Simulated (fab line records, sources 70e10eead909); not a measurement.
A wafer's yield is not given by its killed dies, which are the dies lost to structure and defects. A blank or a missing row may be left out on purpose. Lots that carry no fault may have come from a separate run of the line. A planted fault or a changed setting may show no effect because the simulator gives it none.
Chamber matching || flow nand_harc || rie_diel-10 running NHARC_A_CHANNEL_FILL_D1_STRIP_28: 4 sister chambers
The step strips in O2, time 20 s. 4 wafers are shown with their chamber, then 10 later ones without.

== WAFERS PAIRED WITH THEIR CHAMBERS ==
{"wafer": "L080.5", "chamber": 3, "showerhead_plenum_p_Torr (Torr)": 3.58}
{"wafer": "L083.1", "chamber": 2, "showerhead_plenum_p_Torr (Torr)": 3.74}
{"wafer": "L087.3", "chamber": 0, "showerhead_plenum_p_Torr (Torr)": 3.77}
{"wafer": "L087.4", "chamber": 1, "showerhead_plenum_p_Torr (Torr)": 3.69}

== WAFERS WITHOUT THEIR CHAMBER ==
{"wafer": "L087.5", "showerhead_plenum_p_Torr (Torr)": 3.57}
{"wafer": "L096.1", "showerhead_plenum_p_Torr (Torr)": 3.57}
{"wafer": "L096.2", "showerhead_plenum_p_Torr (Torr)": 3.74}
{"wafer": "L096.3", "showerhead_plenum_p_Torr (Torr)": 3.77}
{"wafer": "L096.4", "showerhead_plenum_p_Torr (Torr)": 3.69}
{"wafer": "L096.5", "showerhead_plenum_p_Torr (Torr)": 3.77}
{"wafer": "L096.6", "showerhead_plenum_p_Torr (Torr)": 3.69}
{"wafer": "L097.3", "showerhead_plenum_p_Torr (Torr)": 3.77}
{"wafer": "L097.4", "showerhead_plenum_p_Torr (Torr)": 3.74}
{"wafer": "L097.5", "showerhead_plenum_p_Torr (Torr)": 3.69}

== WHICH CHAMBER EACH WENT THROUGH ==
{"wafer": "L087.5", "from the rows above": 3, "in truth": 3}
{"wafer": "L096.1", "from the rows above": 3, "in truth": 3}
{"wafer": "L096.2", "from the rows above": 2, "in truth": 2}
{"wafer": "L096.3", "from the rows above": 0, "in truth": 0}
{"wafer": "L096.4", "from the rows above": 1, "in truth": 1}
{"wafer": "L096.5", "from the rows above": 0, "in truth": 0}
{"wafer": "L096.6", "from the rows above": 1, "in truth": 1}
{"wafer": "L097.3", "from the rows above": 0, "in truth": 0}
{"wafer": "L097.4", "from the rows above": 2, "in truth": 2}
{"wafer": "L097.5", "from the rows above": 1, "in truth": 1}
Placed correctly: 10 of 10. Not placeable from these rows: 0. 0 placed wrongly.
How it was worked out, from the rows above alone: a wafer's distance from a chamber is the root of the sum, over the readings, of the square of ((its reading less the chamber's mean) divided by the reading's scatter). The wafer belongs to the nearest chamber; if the next one is less than 2 further off, it can't be placed. The mean given for a chamber averages the wafers shown for that chamber. The scatter: with one shown wafer a chamber, the root of the mean of the squares of how far each hidden wafer lies from its nearest shown one.
